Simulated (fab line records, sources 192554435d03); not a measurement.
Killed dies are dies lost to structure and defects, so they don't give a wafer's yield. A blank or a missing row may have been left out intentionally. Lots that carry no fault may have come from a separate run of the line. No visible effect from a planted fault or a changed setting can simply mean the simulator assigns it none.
Matching of chambers :: flow n5-finfet :: pecvd-01 running N5_BEOL_M0_SAQP_PECVD_00: 3 sister chambers
The step deposits SiCN from 3MS/NH3, target thk 8 nm, time 14 s. 20 wafers are shown with their chamber, then 10 later ones without.

== WAFERS, EACH WITH ITS CHAMBER ==
wafer: L077.1
chamber: 1
throttle-valve-pct (%): 8.6
showerhead-plenum-p-Torr (Torr): 3.656

wafer: L077.2
chamber: 2
throttle-valve-pct (%): 8.8
showerhead-plenum-p-Torr (Torr): 3.670

wafer: L077.3
chamber: 0
throttle-valve-pct (%): 9.6
showerhead-plenum-p-Torr (Torr): 3.661

wafer: L082.2
chamber: 2
throttle-valve-pct (%): 8.7
showerhead-plenum-p-Torr (Torr): 3.673

wafer: L082.3
chamber: 0
throttle-valve-pct (%): 9.7
showerhead-plenum-p-Torr (Torr): 3.657

wafer: L082.5
chamber: 0
throttle-valve-pct (%): 9.4
showerhead-plenum-p-Torr (Torr): 3.657

wafer: L086.3
chamber: 0
throttle-valve-pct (%): 9.7
showerhead-plenum-p-Torr (Torr): 3.654

wafer: L086.5
chamber: 1
throttle-valve-pct (%): 9.0
showerhead-plenum-p-Torr (Torr): 3.661

wafer: L086.6
chamber: 0
throttle-valve-pct (%): 9.6
showerhead-plenum-p-Torr (Torr): 3.655

wafer: L088.1
chamber: 2
throttle-valve-pct (%): 8.9
showerhead-plenum-p-Torr (Torr): 3.664

wafer: L088.4
chamber: 0
throttle-valve-pct (%): 9.5
showerhead-plenum-p-Torr (Torr): 3.659

wafer: L088.5
chamber: 2
throttle-valve-pct (%): 9.2
showerhead-plenum-p-Torr (Torr): 3.666

wafer: L089.1
chamber: 0
throttle-valve-pct (%): 9.7
showerhead-plenum-p-Torr (Torr): 3.649

wafer: L089.2
chamber: 2
throttle-valve-pct (%): 9.0
showerhead-plenum-p-Torr (Torr): 3.665

wafer: L089.6
chamber: 0
throttle-valve-pct (%): 9.4
showerhead-plenum-p-Torr (Torr): 3.652

wafer: L090.3
chamber: 2
throttle-valve-pct (%): 8.9
showerhead-plenum-p-Torr (Torr): 3.663

wafer: L090.4
chamber: 0
throttle-valve-pct (%): 9.6
showerhead-plenum-p-Torr (Torr): 3.662

wafer: L090.5
chamber: 1
throttle-valve-pct (%): 8.6
showerhead-plenum-p-Torr (Torr): 3.669

wafer: L091.2
chamber: 2
throttle-valve-pct (%): 8.9
showerhead-plenum-p-Torr (Torr): 3.671

wafer: L091.3
chamber: 0
throttle-valve-pct (%): 9.6
showerhead-plenum-p-Torr (Torr): 3.657

SIGNATURES (averages over the wafers above)
reading: throttle-valve-pct
chamber 0: 9.580
chamber 1: 8.733
chamber 2: 8.914
scatter within a chamber: 0.148

reading: showerhead-plenum-p-Torr
chamber 0: 3.65630
chamber 1: 3.66200
chamber 2: 3.66743
scatter within a chamber: 0.00432
Rule: distance of a wafer from a chamber = root of the sum over the readings of ((wafer's reading minus chamber's mean) / reading's scatter) squared. The wafer belongs to the nearest chamber; if the next one is less than 2 further off, it can't be placed. The scatter is the square root of a quotient: the sum, over the shown wafers, of each reading's squared deviation from its chamber's mean, divided by wafers minus chambers.

== WAFERS WITHOUT THEIR CHAMBER ==
wafer: L091.6
throttle-valve-pct (%): 8.8
showerhead-plenum-p-Torr (Torr): 3.674

wafer: L092.1
throttle-valve-pct (%): 8.9
showerhead-plenum-p-Torr (Torr): 3.657

wafer: L092.2
throttle-valve-pct (%): 9.4
showerhead-plenum-p-Torr (Torr): 3.664

wafer: L092.5
throttle-valve-pct (%): 9.8
showerhead-plenum-p-Torr (Torr): 3.661

wafer: L093.1
throttle-valve-pct (%): 9.0
showerhead-plenum-p-Torr (Torr): 3.663

wafer: L093.2
throttle-valve-pct (%): 8.7
showerhead-plenum-p-Torr (Torr): 3.662

wafer: L093.5
throttle-valve-pct (%): 8.7
showerhead-plenum-p-Torr (Torr): 3.663

wafer: L097.1
throttle-valve-pct (%): 9.5
showerhead-plenum-p-Torr (Torr): 3.662

wafer: L097.4
throttle-valve-pct (%): 9.0
showerhead-plenum-p-Torr (Torr): 3.663

wafer: L097.6
throttle-valve-pct (%): 9.6
showerhead-plenum-p-Torr (Torr): 3.660

== CHAMBER TAKEN BY EACH ==
wafer: L091.6
from the rows above: can't be placed: 2 or 1
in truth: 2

wafer: L092.1
from the rows above: can't be placed: 1 or 2
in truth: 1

wafer: L092.2
from the rows above: can't be placed: 0 or 2
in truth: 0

wafer: L092.5
from the rows above: 0
in truth: 0

wafer: L093.1
from the rows above: can't be placed: 2 or 1
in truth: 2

wafer: L093.2
from the rows above: can't be placed: 1 or 2
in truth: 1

wafer: L093.5
from the rows above: can't be placed: 1 or 2
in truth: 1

wafer: L097.1
from the rows above: 0
in truth: 0

wafer: L097.4
from the rows above: can't be placed: 2 or 1
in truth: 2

wafer: L097.6
from the rows above: 0
in truth: 0
3 of 10 placed correctly. From these rows, 7 cannot be placed; in 7 the true chamber is one of the candidates. Wrongly placed: 0.
